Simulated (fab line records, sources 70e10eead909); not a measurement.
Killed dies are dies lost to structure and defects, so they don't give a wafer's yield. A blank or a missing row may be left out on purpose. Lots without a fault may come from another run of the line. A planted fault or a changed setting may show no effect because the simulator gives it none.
Tool commonality check | flow nand_harc | 11 lots, 42 wafers sampled

WHY IT WAS OPENED
At NHARC_A_CHANNEL_HOLE_D1_INSPECT_40 the reading raw_defect_count is flagged on 3 of 11 lots. Wafers without a fault read 63, standard deviation 19.
Rule: a lot is flagged when every wafer of it that has a number lies more than 4 standard deviations from that mean, or none has a number. The other lots count as sound.

lot  | measured     | on                | raw_defect_count, wafer by wafer | flag
L525 | day 8 13:28  | defect_inspect-01 | 43 48 37                         |
L526 | day 9 01:07  | defect_inspect-01 | 50 41 45                         |
L529 | day 9 10:09  | defect_inspect-02 | 30 57 34                         |
L532 | day 10 03:56 | defect_inspect-01 | 96 99 91                         |
L533 | day 10 12:11 | defect_inspect-02 | 49 49 38                         |
L538 | day 11 14:25 | defect_inspect-01 | 48 37 42                         |
L542 | day 12 21:14 | defect_inspect-02 | 744 748 739 742 743 729          | FLAGGED
L540 | day 13 01:25 | defect_inspect-01 | 780 753 724 770 764 715          | FLAGGED
L545 | day 13 09:34 | defect_inspect-02 | 766 793 772 764 809 780          | FLAGGED
L547 | day 13 23:07 | defect_inspect-01 | 56 55 62                         |
L548 | day 14 09:36 | defect_inspect-01 | 62 69 63                         |
The numbers of the flagged lots are 758 on average: +694 against the usual, or +37 standard deviations.

WHICH TOOL RAN EACH LOT
The record holds 3 process steps before the reading, out of a route of 1159 steps. In each cell: the tool, then ch and the chambers that the sampled wafers went through, then the start.
lot  | flag    | NHARC_A_CHANNEL_HOLE_D1_ETCH_38    | NHARC_A_CHANNEL_HOLE_D1_ETCH_19  | NHARC_A_CHANNEL_HOLE_D1_ETCH_20
L525 |         | rie_diel-12 ch 0,3, day 8 06:39    | har_etch-02 ch 0,1, day 8 07:47  | har_etch-02 ch 0,1, day 8 07:58
L526 |         | rie_diel-04 ch 0,1, day 8 18:11    | har_etch-02 ch 0,1, day 8 19:17  | har_etch-02 ch 0,1, day 8 19:23
L529 |         | rie_diel-08 ch 1,2,3, day 9 03:23  | har_etch-02 ch 0,1, day 9 04:28  | har_etch-02 ch 0,1, day 9 04:34
L532 |         | rie_diel-08 ch 0,1,3, day 9 21:07  | har_etch-01 ch 0,1, day 9 22:12  | har_etch-01 ch 0,1, day 9 22:19
L533 |         | rie_diel-08 ch 1,2,3, day 10 04:33 | har_etch-02 ch 0,1, day 10 06:20 | har_etch-02 ch 0,1, day 10 06:26
L538 |         | rie_diel-12 ch 0,2, day 11 07:28   | har_etch-02 ch 0,1, day 11 08:34 | har_etch-02 ch 0,1, day 11 08:40
L542 | FLAGGED | rie_diel-08 ch 0,1, day 12 14:25   | har_etch-02 ch 1, day 12 15:31   | har_etch-02 ch 1, day 12 15:37
L540 | FLAGGED | rie_diel-08 ch 2,3, day 12 15:35   | har_etch-02 ch 0,1, day 12 19:44 | har_etch-02 ch 0,1, day 12 19:55
L545 | FLAGGED | rie_diel-08 ch 1,2,3, day 13 00:44 | har_etch-01 ch 0,1, day 13 03:49 | har_etch-01 ch 0,1, day 13 03:56
L547 |         | rie_diel-12 ch 1,2,3, day 13 16:17 | har_etch-02 ch 0,1, day 13 17:23 | har_etch-02 ch 0,1, day 13 17:31
L548 |         | rie_diel-04 ch 0,1, day 14 01:25   | har_etch-02 ch 0,1, day 14 03:56 | har_etch-02 ch 0,1, day 14 04:07
What these steps do:
- NHARC_A_CHANNEL_HOLE_D1_ETCH_38: etches the open film in CF4, target depth 39 nm, time 65 s.
- NHARC_A_CHANNEL_HOLE_D1_ETCH_19: etches the open film in C4F8/O2/Ar, time 34.5 s.
- NHARC_A_CHANNEL_HOLE_D1_ETCH_20: etches the open film in C4F8/O2/Ar, time 361.9 s, target depth 1600 nm.
- NHARC_A_CHANNEL_HOLE_D1_INSPECT_40

FLAGGED OVER TOTAL, TOOL BY TOOL (the gauges that took the reading come last)
step                               | tool              | lots run | flagged | share of the flagged lots | sound lots run after its first flagged lot
NHARC_A_CHANNEL_HOLE_D1_ETCH_38    | rie_diel-04       | 2        | 0       | none                      | -
NHARC_A_CHANNEL_HOLE_D1_ETCH_38    | rie_diel-08       | 6        | 3       | all                       | 0
NHARC_A_CHANNEL_HOLE_D1_ETCH_38    | rie_diel-12       | 3        | 0       | none                      | -
NHARC_A_CHANNEL_HOLE_D1_ETCH_19    | har_etch-01       | 2        | 1       | some                      | 0
NHARC_A_CHANNEL_HOLE_D1_ETCH_19    | har_etch-02       | 9        | 2       | some                      | 2 (L547,L548)
NHARC_A_CHANNEL_HOLE_D1_ETCH_20    | har_etch-01       | 2        | 1       | some                      | 0
NHARC_A_CHANNEL_HOLE_D1_ETCH_20    | har_etch-02       | 9        | 2       | some                      | 2 (L547,L548)
NHARC_A_CHANNEL_HOLE_D1_INSPECT_40 | defect_inspect-01 | 7        | 1       | some                      | 2 (L547,L548)
NHARC_A_CHANNEL_HOLE_D1_INSPECT_40 | defect_inspect-02 | 4        | 2       | some                      | 0

WHAT THE TABLE ALLOWS
1 row of the table ran every flagged lot: rie_diel-08 at NHARC_A_CHANNEL_HOLE_D1_ETCH_38.
- rie_diel-08 at NHARC_A_CHANNEL_HOLE_D1_ETCH_38: 3 of its 6 lots flagged. Its last sound lot is L533 (day 10 04:33), its first flagged lot L542 (day 12 14:25): a fault that began between those two fits.
One tool is left: rie_diel-08 at NHARC_A_CHANNEL_HOLE_D1_ETCH_38.

WHAT THE SIMULATOR HAD PUT IN
Chamber particle source: rie_diel-08, from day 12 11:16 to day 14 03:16, at NHARC_A_CHANNEL_HOLE_D1_ETCH_38. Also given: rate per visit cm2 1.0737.
Lots struck among those shown: L542, L540, L545. The rule above found the same.
